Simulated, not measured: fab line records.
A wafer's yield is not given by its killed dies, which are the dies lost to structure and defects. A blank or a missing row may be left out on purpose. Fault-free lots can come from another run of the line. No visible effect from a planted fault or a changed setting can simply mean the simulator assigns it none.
2 desks looking at one fault    flow n5_finfet    numbers are kept per desk, each desk with only its own; the story behind them comes last

== FROM THE METROLOGY DESK ==
Lot by lot, what the gauges showed, no matter which tool ran the lot: averages of those sampled wafers that carry a number. A lot is out of limits, marked OUT, if its mean lies more than 4 standard deviations from the usual mean; the brackets give that distance. Only the readings that lie furthest out on some lot appear, 7 of the 11 it has.
Columns: A = DIBL_P at N5_BEOL_M4_RC_MEAS_101, usual 35.4 mV/V; B = IOFF_P at N5_BEOL_M4_RC_MEAS_101, usual 0.20 nA/um; C = ION_N at N5_BEOL_M4_RC_MEAS_101, usual 672 uA/um; D = ION_P at N5_BEOL_M4_RC_MEAS_101, usual 461 uA/um; E = SS_P at N5_BEOL_M4_RC_MEAS_101, usual 73.1 mV/dec; F = VT_N at N5_BEOL_M4_RC_MEAS_101, usual 251 mV; G = VT_P at N5_BEOL_M4_RC_MEAS_101, usual -251 mV
lot   first seen here  A     B     C    D    E     F    G
L753  day 4 02:57      38.0  0.24  679  467  73.9  248  -246
L754  day 4 07:19      33.6  0.17  663  458  73.1  254  -252
L755  day 4 14:23      35.2  0.24  673  464  73.6  250  -247
L761  day 6 06:14      33.0  0.17  669  463  72.5  255  -254
L762  day 6 09:11      35.6  0.20  672  458  73.2  251  -249
L769  day 8 02:49      33.7  0.17  656  456  72.6  255  -251
L770  day 8 09:32      33.3  0.19  672  465  73.3  253  -250
L773  day 9 02:00      34.9  0.16  656  449  72.7  255  -257
L775  day 9 23:31      35.5  0.18  668  459  72.7  252  -251
L776  day 10 02:59     33.5  0.19  665  461  72.8  255  -251
This desk's finding: nothing out of limits on any of the 10 lots.

== FOR THE TOOL OWNER'S DESK: rie_diel-01 ==
The tool's own readings at N5_HKMG_FIN_ETCH_32 (etches SOC in N2/H2, target depth 240 nm, time 300 s): means of the sampled wafers that have a number, for each lot that ran on this tool. A lot is out of limits, marked OUT, if its mean lies more than 4 standard deviations from the usual mean; the brackets give that distance.
Columns: A = drypump_motor_current_A at N5_HKMG_FIN_ETCH_32, usual 5.6 A; B = oes_product_au at N5_HKMG_FIN_ETCH_32, usual 0.80 a.u.; C = rf_fwd_power_W at N5_HKMG_FIN_ETCH_32, usual 837.8 W; D = rf_vpp_V at N5_HKMG_FIN_ETCH_32, usual 524.3 V; E = showerhead_plenum_p_Torr at N5_HKMG_FIN_ETCH_32, usual 2.56 Torr; F = throttle_valve_pct at N5_HKMG_FIN_ETCH_32, usual 17.87 %
lot   first seen here  A    B     C                D                 E     F
L753  day 4 04:03      5.7  0.76  834.0            522.9             2.51  17.88
L755  day 4 15:19      5.7  0.76  838.2            523.5             2.51  17.89
L761  day 6 07:17      5.7  0.76  906.3 (+26) OUT  510.8 (-5.4) OUT  2.50  17.98
L762  day 6 10:22      5.8  0.77  907.9 (+27) OUT  511.4 (-5.1) OUT  2.50  17.90
Finding of this desk: L761, L762 out of limits; the first was L761 at day 6 07:17, on rf_fwd_power_W at N5_HKMG_FIN_ETCH_32. L753, L755 stayed within limits.

== ALL TOGETHER ==
On L761, L762, at day 6 07:17, an alarm was possible from the tool owner's desk.
The metrology desk saw nothing out of limits.
The metrology desk has L761, L762 on record, within its limits.
On rie_diel-01, each named lot ran N5_HKMG_FIN_ETCH_32.

== WHAT WAS PUT IN BY THE SIMULATOR ==
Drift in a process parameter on rie_diel-01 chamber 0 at N5_HKMG_FIN_ETCH_32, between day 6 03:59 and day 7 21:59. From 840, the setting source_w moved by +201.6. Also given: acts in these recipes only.
Struck lots among those shown: L761, L762.
How many hours passed from the start of the fault until each desk's first out-of-limits reading: the tool owner's desk, 3.
